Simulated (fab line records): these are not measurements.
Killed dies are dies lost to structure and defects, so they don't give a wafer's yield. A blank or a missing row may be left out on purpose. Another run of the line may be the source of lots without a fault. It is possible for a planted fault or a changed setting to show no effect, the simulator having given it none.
Which tool was responsible? + flow nand_harc + 23 lots, 69 wafers sampled, at 6 steps of a route of 1302

## WHAT EACH GAUGE READ, for each wafer
NHARC_A_SGD_CUT_INSPECT_25. Usual: raw_defect_count 394, standard deviation 93.
| lot  | measured     | on                | raw_defect_count | flag |
|------|--------------|-------------------|------------------|------|
| L075 | day 19 16:58 | defect_inspect-02 | 439 312 285      |      |
| L074 | day 19 21:23 | defect_inspect-02 | 365 433 399      |      |
| L077 | day 20 03:11 | defect_inspect-01 | 409 377 387      |      |
| L079 | day 21 04:03 | defect_inspect-02 | 341 427 418      |      |
| L078 | day 21 04:04 | defect_inspect-01 | 348 330 382      |      |
| L080 | day 21 20:04 | defect_inspect-01 | 326 400 290      |      |
| L081 | day 21 20:04 | defect_inspect-02 | 417 425 442      |      |
| L082 | day 23 06:26 | defect_inspect-02 | 369 443 341      |      |
| L083 | day 23 14:25 | defect_inspect-02 | 356 376 244      |      |
| L085 | day 23 14:27 | defect_inspect-01 | 326 403 354      |      |
| L084 | day 23 14:23 | defect_inspect-01 | 361 303 320      |      |
| L086 | day 24 22:23 | defect_inspect-01 | 355 348 296      |      |
| L087 | day 25 08:35 | defect_inspect-01 | 446 635 335      |      |
| L089 | day 25 08:44 | defect_inspect-01 | 404 370 397      |      |
| L088 | day 25 17:32 | defect_inspect-01 | 363 480 429      |      |
| L090 | day 25 17:32 | defect_inspect-02 | 617 541 573      |      |
| L091 | day 26 17:10 | defect_inspect-01 | 382 483 516      |      |
| L092 | day 27 05:22 | defect_inspect-01 | 322 352 389      |      |
| L093 | day 27 05:19 | defect_inspect-02 | 453 319 292      |      |
| L094 | day 27 05:25 | defect_inspect-01 | 292 380 255      |      |
| L095 | day 28 09:19 | defect_inspect-01 | 683 804 497      |      |
| L096 | day 28 18:29 | defect_inspect-02 | 457 390 386      |      |
| L097 | day 29 06:04 | defect_inspect-01 | 397 412 400      |      |

## EACH LOT AND THE TOOL THAT RAN IT (in order: tool; ch and the chambers of the sampled wafers; start)
| lot  | NHARC_A_STAIRCASE_DEP_301       | NHARC_A_STAIRCASE_HM_OPEN_463                 | NHARC_A_STAIRCASE_ETCH_453                    | NHARC_A_STAIRCASE_STRIP_316                   | NHARC_A_SGD_CUT_ETCH_58            |
|------|---------------------------------|-----------------------------------------------|-----------------------------------------------|-----------------------------------------------|------------------------------------|
| L075 | pecvd-02 ch 0,1,2, day 16 23:50 | rie_diel-11 ch 1,2,3, day 19 10:22 or earlier | rie_diel-11 ch 0,1,3, day 19 10:22 or earlier | rie_diel-11 ch 0,2,3, day 19 10:22 or earlier | rie_diel-06 ch 0,2,3, day 19 10:22 |
| L074 | pecvd-01 ch 0,1,2, day 17 03:38 | rie_diel-11 ch 1,3, day 19 14:52 or earlier   | rie_diel-11 ch 1,3, day 19 14:52 or earlier   | rie_diel-11 ch 2,3, day 19 14:52 or earlier   | rie_diel-01 ch 0,1,3, day 19 14:52 |
| L077 | pecvd-01 ch 0,1,2, day 17 22:30 | rie_diel-11 ch 2,3, day 19 20:52 or earlier   | rie_diel-11 ch 0,2,3, day 19 20:52 or earlier | rie_diel-11 ch 0,2,3, day 19 20:52 or earlier | rie_diel-01 ch 1,3, day 19 20:52   |
| L079 | pecvd-02 ch 0,1,2, day 18 15:10 | rie_diel-03 ch 0,1, day 20 22:15 or earlier   | rie_diel-03 ch 0,1, day 20 22:15 or earlier   | rie_diel-03 ch 0,1, day 20 22:15 or earlier   | rie_diel-06 ch 0,1, day 20 22:15   |
| L078 | pecvd-02 ch 0,1,2, day 18 19:34 | rie_diel-03 ch 0,3, day 20 21:31 or earlier   | rie_diel-03 ch 0,3, day 20 21:31 or earlier   | rie_diel-03 ch 1,3, day 20 21:31 or earlier   | rie_diel-01 ch 0,2,3, day 20 21:31 |
| L080 | pecvd-04 ch 0,2, day 19 09:08   | rie_diel-13 ch 0,2,3, day 21 14:55 or earlier | rie_diel-13 ch 2,3, day 21 14:55 or earlier   | rie_diel-13 ch 0,1,3, day 21 14:55 or earlier | rie_diel-07 ch 0,1, day 21 14:55   |
| L081 | pecvd-04 ch 0,1,2, day 19 10:49 | rie_diel-13 ch 2,3, day 21 13:40 or earlier   | rie_diel-13 ch 1,2,3, day 21 13:40 or earlier | rie_diel-13 ch 0,2,3, day 21 13:40 or earlier | rie_diel-06 ch 0,3, day 21 13:40   |
| L082 | pecvd-01 ch 0,1,2, day 20 21:26 | rie_diel-11 ch 1,3, day 23 00:01 or earlier   | rie_diel-11 ch 1,3, day 23 00:01 or earlier   | rie_diel-11 ch 1,2,3, day 23 00:01 or earlier | rie_diel-01 ch 0,3, day 23 00:01   |
| L083 | pecvd-04 ch 0,1, day 20 23:41   | rie_diel-13 ch 1,2, day 23 07:52 or earlier   | rie_diel-13 ch 1,2, day 23 07:52 or earlier   | rie_diel-13 ch 1,2,3, day 23 07:52 or earlier | rie_diel-06 ch 0,1,2, day 23 07:52 |
| L085 | pecvd-01 ch 0,1, day 21 04:47   | rie_diel-11 ch 0,1,3, day 23 10:34 or earlier | rie_diel-11 ch 1,2, day 23 10:34 or earlier   | rie_diel-11 ch 0,3, day 23 10:34 or earlier   | rie_diel-01 ch 0,1,2, day 23 10:34 |
| L084 | pecvd-02 ch 1,2, day 21 04:59   | rie_diel-11 ch 0,1, day 23 07:35 or earlier   | rie_diel-11 ch 0,3, day 23 07:35 or earlier   | rie_diel-11 ch 0,2,3, day 23 07:35 or earlier | rie_diel-07 ch 2,3, day 23 07:35   |
| L086 | pecvd-04 ch 1,2, day 22 09:14   | rie_diel-03 ch 0,1,3, day 24 15:31 or earlier | rie_diel-03 ch 0,2,3, day 24 15:31 or earlier | rie_diel-03 ch 0,2, day 24 15:31 or earlier   | rie_diel-07 ch 0,1,3, day 24 15:31 |
| L087 | pecvd-01 ch 0,1,2, day 22 19:39 | rie_diel-03 ch 0,2,3, day 25 01:35 or earlier | rie_diel-03 ch 0,1,2, day 25 01:35 or earlier | rie_diel-03 ch 0,1,2, day 25 01:35 or earlier | rie_diel-01 ch 0,2,3, day 25 01:35 |
| L089 | pecvd-02 ch 1,2, day 22 21:02   | rie_diel-03 ch 0,2,3, day 25 01:53 or earlier | rie_diel-03 ch 0,2,3, day 25 01:53 or earlier | rie_diel-03 ch 0,2,3, day 25 01:53 or earlier | rie_diel-06 ch 0,1,2, day 25 01:53 |
| L088 | pecvd-01 ch 0,1,2, day 23 01:32 | rie_diel-11 ch 0,2,3, day 25 11:17 or earlier | rie_diel-11 ch 0,3, day 25 11:17 or earlier   | rie_diel-11 ch 0,2,3, day 25 11:17 or earlier | rie_diel-06 ch 2,3, day 25 11:17   |
| L090 | pecvd-02 ch 0,2, day 23 07:27   | rie_diel-03 ch 0,2,3, day 25 11:01 or earlier | rie_diel-03 ch 0,2,3, day 25 11:01 or earlier | rie_diel-03 ch 0,1, day 25 11:01 or earlier   | rie_diel-01 ch 0,2,3, day 25 11:01 |
| L091 | pecvd-01 ch 0,1, day 24 07:36   | rie_diel-03 ch 0,1,3, day 26 10:26 or earlier | rie_diel-03 ch 0,1,3, day 26 10:26 or earlier | rie_diel-03 ch 0,1,3, day 26 10:26 or earlier | rie_diel-07 ch 0,2, day 26 10:26   |
| L092 | pecvd-04 ch 1,2, day 24 16:23   | rie_diel-13 ch 0,1,2, day 26 22:58 or earlier | rie_diel-13 ch 0,1, day 26 22:58 or earlier   | rie_diel-13 ch 2,3, day 26 22:58 or earlier   | rie_diel-07 ch 0,1,3, day 26 22:58 |
| L093 | pecvd-04 ch 0,2, day 24 18:22   | rie_diel-11 ch 0,1, day 26 22:47 or earlier   | rie_diel-11 ch 0,2,3, day 26 22:47 or earlier | rie_diel-11 ch 0,3, day 26 22:47 or earlier   | rie_diel-06 ch 1,2,3, day 26 22:47 |
| L094 | pecvd-04 ch 0,1, day 25 01:16   | rie_diel-13 ch 1,2, day 27 01:50 or earlier   | rie_diel-13 ch 1,2,3, day 27 01:50 or earlier | rie_diel-13 ch 1,2,3, day 27 01:50 or earlier | rie_diel-06 ch 0,2,3, day 27 01:50 |
| L095 | pecvd-01 ch 0,1,2, day 25 23:56 | rie_diel-03 ch 0,1, day 28 02:57 or earlier   | rie_diel-03 ch 0,1,3, day 28 02:57 or earlier | rie_diel-03 ch 1,2,3, day 28 02:57 or earlier | rie_diel-01 ch 1,3, day 28 02:57   |
| L096 | pecvd-04 ch 0,1,2, day 26 07:37 | rie_diel-11 ch 0,2,3, day 28 08:56 or earlier | rie_diel-11 ch 0,1,3, day 28 08:56 or earlier | rie_diel-11 ch 0,2,3, day 28 08:56 or earlier | rie_diel-01 ch 1,2,3, day 28 08:56 |
| L097 | pecvd-01 ch 0,2, day 26 13:26   | rie_diel-13 ch 0,2, day 28 21:36 or earlier   | rie_diel-13 ch 0,2,3, day 28 21:36 or earlier | rie_diel-13 ch 0,2, day 28 21:36 or earlier   | rie_diel-01 ch 0,2, day 28 21:36   |
- NHARC_A_STAIRCASE_DEP_301: deposits SiON, target thk 30 nm.
- NHARC_A_STAIRCASE_HM_OPEN_463: chemistry O2/COS.
- NHARC_A_STAIRCASE_ETCH_453: etches the open film in CF4/O2, target depth 30 nm, overetch 3 nm, time 16.5 s.
- NHARC_A_STAIRCASE_STRIP_316: strips in O2.
- NHARC_A_SGD_CUT_ETCH_58: etches the open film in CF4, target depth 39 nm, time 65 s.

## AS READ BY THE TOOLS THEMSELVES (means over the sampled wafers that have a number; for cases with no such wafer, the mark the record gives instead)
NHARC_A_STAIRCASE_DEP_301. Usual: chamber_pressure_Torr 3.501 Torr, standard deviation 0.0081; heater_power_w 684 W, standard deviation 92.
| lot  | tool     | chamber_pressure_Torr (Torr) | heater_power_w (W) | flag |
|------|----------|------------------------------|--------------------|------|
| L075 | pecvd-02 | 3.503                        | 658                |      |
| L074 | pecvd-01 | 3.497                        | 693                |      |
| L077 | pecvd-01 | 3.504                        | 692                |      |
| L079 | pecvd-02 | 3.499                        | 634                |      |
| L078 | pecvd-02 | 3.493                        | 655                |      |
| L080 | pecvd-04 | 3.510                        | 820                |      |
| L081 | pecvd-04 | 3.498                        | 701                |      |
| L082 | pecvd-01 | 3.499                        | 631                |      |
| L083 | pecvd-04 | 3.501                        | 677                |      |
| L085 | pecvd-01 | 3.501                        | 691                |      |
| L084 | pecvd-02 | 3.501                        | 590                |      |
| L086 | pecvd-04 | 3.498                        | 618                |      |
| L087 | pecvd-01 | 3.497                        | 692                |      |
| L089 | pecvd-02 | 3.504                        | 603                |      |
| L088 | pecvd-01 | 3.497                        | 699                |      |
| L090 | pecvd-02 | 3.505                        | 699                |      |
| L091 | pecvd-01 | 3.498                        | 751                |      |
| L092 | pecvd-04 | 3.502                        | 668                |      |
| L093 | pecvd-04 | 3.506                        | 637                |      |
| L094 | pecvd-04 | 3.503                        | 635                |      |
| L095 | pecvd-01 | 3.507                        | 714                |      |
| L096 | pecvd-04 | 3.501                        | 696                |      |
| L097 | pecvd-01 | 3.512                        | 700                |      |

NHARC_A_STAIRCASE_HM_OPEN_463. Usual: drypump_motor_current_A 5.7 A, standard deviation 0.55; oes_product_au 1.000 a.u., standard deviation 0.0099; rf_vpp_V 467 V, standard deviation 3.2; showerhead_plenum_p_Torr 3.11 Torr, standard deviation 0.15; throttle_valve_pct 28.330 %, standard deviation 0.009.
| lot  | tool        | drypump_motor_current_A (A) | oes_product_au (a.u.) | rf_vpp_V (V) | showerhead_plenum_p_Torr (Torr) | throttle_valve_pct (%) | flag |
|------|-------------|-----------------------------|-----------------------|--------------|---------------------------------|------------------------|------|
| L075 | rie_diel-11 | 5.9                         | 1.010                 | 468          | 3.15                            | 28.333                 |      |
| L074 | rie_diel-11 | 6.2                         | 0.994                 | 470          | 3.26                            | 28.319                 |      |
| L077 | rie_diel-11 | 5.9                         | 1.003                 | 469          | 3.24                            | 28.326                 |      |
| L079 | rie_diel-03 | 4.9                         | 1.006                 | 463          | 2.94                            | 28.334                 |      |
| L078 | rie_diel-03 | 5.8                         | 1.005                 | 468          | 3.12                            | 28.327                 |      |
| L080 | rie_diel-13 | 5.8                         | 1.009                 | 467          | 3.13                            | 28.329                 |      |
| L081 | rie_diel-13 | 5.4                         | 1.003                 | 469          | 3.23                            | 28.329                 |      |
| L082 | rie_diel-11 | 6.3                         | 0.995                 | 468          | 3.17                            | 28.335                 |      |
| L083 | rie_diel-13 | 5.1                         | 0.995                 | 464          | 3.01                            | 28.328                 |      |
| L085 | rie_diel-11 | 6.2                         | 0.995                 | 469          | 3.24                            | 28.329                 |      |
| L084 | rie_diel-11 | 6.1                         | 0.997                 | 469          | 3.23                            | 28.327                 |      |
| L086 | rie_diel-03 | 5.3                         | 0.998                 | 465          | 3.01                            | 28.336                 |      |
| L087 | rie_diel-03 | 5.7                         | 1.001                 | 467          | 3.10                            | 28.318                 |      |
| L089 | rie_diel-03 | 5.8                         | 1.008                 | 467          | 3.10                            | 28.332                 |      |
| L088 | rie_diel-11 | 5.8                         | 0.995                 | 469          | 3.21                            | 28.334                 |      |
| L090 | rie_diel-03 | 5.7                         | 1.002                 | 467          | 3.10                            | 28.325                 |      |
| L091 | rie_diel-03 | 5.3                         | 1.003                 | 465          | 3.01                            | 28.334                 |      |
| L092 | rie_diel-13 | 5.6                         | 0.995                 | 464          | 3.01                            | 28.333                 |      |
| L093 | rie_diel-11 | 6.1                         | 0.994                 | 469          | 3.22                            | 28.335                 |      |
| L094 | rie_diel-13 | 5.1                         | 0.995                 | 465          | 3.00                            | 28.326                 |      |
| L095 | rie_diel-03 | 5.2                         | 0.992                 | 463          | 2.94                            | 28.329                 |      |
| L096 | rie_diel-11 | 5.8                         | 1.008                 | 469          | 3.20                            | 28.327                 |      |
| L097 | rie_diel-13 | 5.9                         | 1.005                 | 465          | 2.99                            | 28.326                 |      |

NHARC_A_STAIRCASE_ETCH_453. Usual: drypump_motor_current_A 5.6 A, standard deviation 0.54; oes_product_au 1.000 a.u., standard deviation 0.011; rf_vpp_V 197.7 V, standard deviation 1.6; showerhead_plenum_p_Torr 1.33 Torr, standard deviation 0.066; throttle_valve_pct 13.397 %, standard deviation 0.0096.
| lot  | tool        | drypump_motor_current_A (A) | oes_product_au (a.u.) | rf_vpp_V (V) | showerhead_plenum_p_Torr (Torr) | throttle_valve_pct (%) | flag |
|------|-------------|-----------------------------|-----------------------|--------------|---------------------------------|------------------------|------|
| L075 | rie_diel-11 | 6.2                         | 1.004                 | 198.4        | 1.39                            | 13.399                 |      |
| L074 | rie_diel-11 | 6.2                         | 0.997                 | 199.0        | 1.40                            | 13.393                 |      |
| L077 | rie_diel-11 | 5.8                         | 1.006                 | 198.7        | 1.38                            | 13.404                 |      |
| L079 | rie_diel-03 | 4.9                         | 1.005                 | 196.1        | 1.25                            | 13.396                 |      |
| L078 | rie_diel-03 | 5.7                         | 1.009                 | 197.8        | 1.33                            | 13.397                 |      |
| L080 | rie_diel-13 | 5.5                         | 0.999                 | 197.5        | 1.33                            | 13.390                 |      |
| L081 | rie_diel-13 | 5.2                         | 0.994                 | 198.1        | 1.34                            | 13.403                 |      |
| L082 | rie_diel-11 | 6.3                         | 0.992                 | 197.5        | 1.36                            | 13.399                 |      |
| L083 | rie_diel-13 | 5.0                         | 0.987                 | 197.4        | 1.29                            | 13.399                 |      |
| L085 | rie_diel-11 | 6.0                         | 0.999                 | 197.3        | 1.31                            | 13.395                 |      |
| L084 | rie_diel-11 | 6.1                         | 1.000                 | 199.9        | 1.42                            | 13.392                 |      |
| L086 | rie_diel-03 | 5.7                         | 1.005                 | 197.8        | 1.32                            | 13.392                 |      |
| L087 | rie_diel-03 | 5.3                         | 0.996                 | 196.8        | 1.28                            | 13.398                 |      |
| L089 | rie_diel-03 | 5.7                         | 1.004                 | 197.5        | 1.32                            | 13.397                 |      |
| L088 | rie_diel-11 | 6.1                         | 0.980                 | 199.4        | 1.42                            | 13.396                 |      |
| L090 | rie_diel-03 | 5.7                         | 1.009                 | 197.5        | 1.32                            | 13.389                 |      |
| L091 | rie_diel-03 | 5.3                         | 1.004                 | 196.4        | 1.28                            | 13.400                 |      |
| L092 | rie_diel-13 | 5.4                         | 0.995                 | 197.1        | 1.29                            | 13.407                 |      |
| L093 | rie_diel-11 | 5.8                         | 1.004                 | 198.8        | 1.37                            | 13.398                 |      |
| L094 | rie_diel-13 | 5.2                         | 0.990                 | 197.8        | 1.33                            | 13.398                 |      |
| L095 | rie_diel-03 | 5.3                         | 0.998                 | 196.7        | 1.28                            | 13.395                 |      |
| L096 | rie_diel-11 | 6.2                         | 1.004                 | 198.6        | 1.38                            | 13.397                 |      |
| L097 | rie_diel-13 | 5.8                         | 1.000                 | 197.4        | 1.33                            | 13.400                 |      |

NHARC_A_STAIRCASE_STRIP_316. Usual: drypump_motor_current_A 5.7 A, standard deviation 0.54; oes_product_au 1.000 a.u., standard deviation 0.012; rf_vpp_V 57.7 V, standard deviation 0.95; showerhead_plenum_p_Torr 3.53 Torr, standard deviation 0.17; throttle_valve_pct 17.037 %, standard deviation 0.0089.
| lot  | tool        | drypump_motor_current_A (A) | oes_product_au (a.u.) | rf_vpp_V (V) | showerhead_plenum_p_Torr (Torr) | throttle_valve_pct (%) | flag |
|------|-------------|-----------------------------|-----------------------|--------------|---------------------------------|------------------------|------|
| L075 | rie_diel-11 | 5.8                         | 1.015                 | 58.2         | 3.65                            | 17.031                 |      |
| L074 | rie_diel-11 | 5.6                         | 1.015                 | 58.0         | 3.54                            | 17.027                 |      |
| L077 | rie_diel-11 | 5.8                         | 1.004                 | 58.2         | 3.65                            | 17.040                 |      |
| L079 | rie_diel-03 | 5.0                         | 1.001                 | 57.7         | 3.32                            | 17.036                 |      |
| L078 | rie_diel-03 | 5.5                         | 1.010                 | 57.5         | 3.50                            | 17.043                 |      |
| L080 | rie_diel-13 | 5.5                         | 1.003                 | 57.9         | 3.55                            | 17.034                 |      |
| L081 | rie_diel-13 | 5.8                         | 1.014                 | 57.8         | 3.54                            | 17.033                 |      |
| L082 | rie_diel-11 | 5.9                         | 0.993                 | 58.7         | 3.55                            | 17.041                 |      |
| L083 | rie_diel-13 | 5.2                         | 0.987                 | 57.7         | 3.53                            | 17.030                 |      |
| L085 | rie_diel-11 | 6.1                         | 0.997                 | 58.2         | 3.75                            | 17.032                 |      |
| L084 | rie_diel-11 | 5.8                         | 0.990                 | 57.9         | 3.64                            | 17.037                 |      |
| L086 | rie_diel-03 | 5.7                         | 0.990                 | 57.7         | 3.49                            | 17.038                 |      |
| L087 | rie_diel-03 | 5.3                         | 1.000                 | 57.7         | 3.40                            | 17.035                 |      |
| L089 | rie_diel-03 | 5.7                         | 1.003                 | 57.9         | 3.50                            | 17.041                 |      |
| L088 | rie_diel-11 | 5.8                         | 0.995                 | 57.8         | 3.63                            | 17.039                 |      |
| L090 | rie_diel-03 | 4.9                         | 0.990                 | 57.4         | 3.30                            | 17.037                 |      |
| L091 | rie_diel-03 | 5.3                         | 1.007                 | 57.0         | 3.41                            | 17.042                 |      |
| L092 | rie_diel-13 | 5.4                         | 0.991                 | 58.2         | 3.63                            | 17.041                 |      |
| L093 | rie_diel-11 | 6.2                         | 0.990                 | 56.6         | 3.74                            | 17.044                 |      |
| L094 | rie_diel-13 | 5.2                         | 0.995                 | 57.9         | 3.51                            | 17.037                 |      |
| L095 | rie_diel-03 | 5.5                         | 0.989                 | 57.7         | 3.46                            | 17.046                 |      |
| L096 | rie_diel-11 | 5.8                         | 1.001                 | 57.3         | 3.61                            | 17.034                 |      |
| L097 | rie_diel-13 | 5.9                         | 0.998                 | 57.9         | 3.38                            | 17.037                 |      |

NHARC_A_SGD_CUT_ETCH_58. Usual: drypump_motor_current_A 5.8 A, standard deviation 0.51; oes_product_au 0.995 a.u., standard deviation 0.01; rf_vpp_V 151.4 V, standard deviation 1.2; showerhead_plenum_p_Torr 1.78 Torr, standard deviation 0.074; throttle_valve_pct 13.284 %, standard deviation 0.0092.
| lot  | tool        | drypump_motor_current_A (A) | oes_product_au (a.u.) | rf_vpp_V (V) | showerhead_plenum_p_Torr (Torr) | throttle_valve_pct (%) | flag |
|------|-------------|-----------------------------|-----------------------|--------------|---------------------------------|------------------------|------|
| L075 | rie_diel-06 | 5.8                         | 0.991                 | 151.3        | 1.86                            | 13.277                 |      |
| L074 | rie_diel-01 | 6.1                         | 1.014                 | 151.6        | 1.78                            | 13.285                 |      |
| L077 | rie_diel-01 | 6.5                         | 1.001                 | 151.7        | 1.82                            | 13.279                 |      |
| L079 | rie_diel-06 | 5.3                         | 0.988                 | 150.5        | 1.75                            | 13.289                 |      |
| L078 | rie_diel-01 | 5.8                         | 0.995                 | 151.2        | 1.76                            | 13.289                 |      |
| L080 | rie_diel-07 | 5.7                         | 1.001                 | 150.0        | 1.71                            | 13.291                 |      |
| L081 | rie_diel-06 | 5.8                         | 0.987                 | 153.3        | 1.89                            | 13.287                 |      |
| L082 | rie_diel-01 | 6.1                         | 1.012                 | 151.1        | 1.79                            | 13.281                 |      |
| L083 | rie_diel-06 | 5.5                         | 1.000                 | 151.5        | 1.79                            | 13.279                 |      |
| L085 | rie_diel-01 | 5.8                         | 1.002                 | 150.8        | 1.75                            | 13.277                 |      |
| L084 | rie_diel-07 | 6.0                         | 0.989                 | 150.4        | 1.72                            | 13.286                 |      |
| L086 | rie_diel-07 | 5.6                         | 1.003                 | 151.4        | 1.73                            | 13.278                 |      |
| L087 | rie_diel-01 | 5.7                         | 0.999                 | 150.7        | 1.76                            | 13.283                 |      |
| L089 | rie_diel-06 | 5.5                         | 0.999                 | 151.1        | 1.79                            | 13.289                 |      |
| L088 | rie_diel-06 | 5.7                         | 0.980                 | 151.5        | 1.82                            | 13.282                 |      |
| L090 | rie_diel-01 | 5.8                         | 0.989                 | 151.6        | 1.76                            | 13.281                 |      |
| L091 | rie_diel-07 | 6.1                         | 0.985                 | 150.3        | 1.70                            | 13.284                 |      |
| L092 | rie_diel-07 | 5.7                         | 0.997                 | 149.9        | 1.73                            | 13.275                 |      |
| L093 | rie_diel-06 | 5.5                         | 0.991                 | 152.1        | 1.79                            | 13.275                 |      |
| L094 | rie_diel-06 | 5.8                         | 0.996                 | 152.6        | 1.85                            | 13.281                 |      |
| L095 | rie_diel-01 | 6.4                         | 0.998                 | 152.3        | 1.83                            | 13.283                 |      |
| L096 | rie_diel-01 | 6.1                         | 0.997                 | 151.8        | 1.80                            | 13.291                 |      |
| L097 | rie_diel-01 | 5.4                         | 0.993                 | 150.7        | 1.73                            | 13.292                 |      |

## THE ANSWER, worked out from the rows above alone
Rule: a lot counts as off when the mean over its wafers that have a number is more than 3 standard deviations away from the usual mean. Also off: a lot with no number at a reading for which 4 or more lots have one. The other lots that the step has rows for count as sound. The gauges are gone through in route order, then the tools' own readings, and for those a lot's mean is taken as printed above. At the first step where some lot is off, the reading lying furthest off is the one used; lots without a number count as furthest.
None of the lots is off at any reading shown; this tells nothing.

## WHAT THE SIMULATOR HAD INSERTED
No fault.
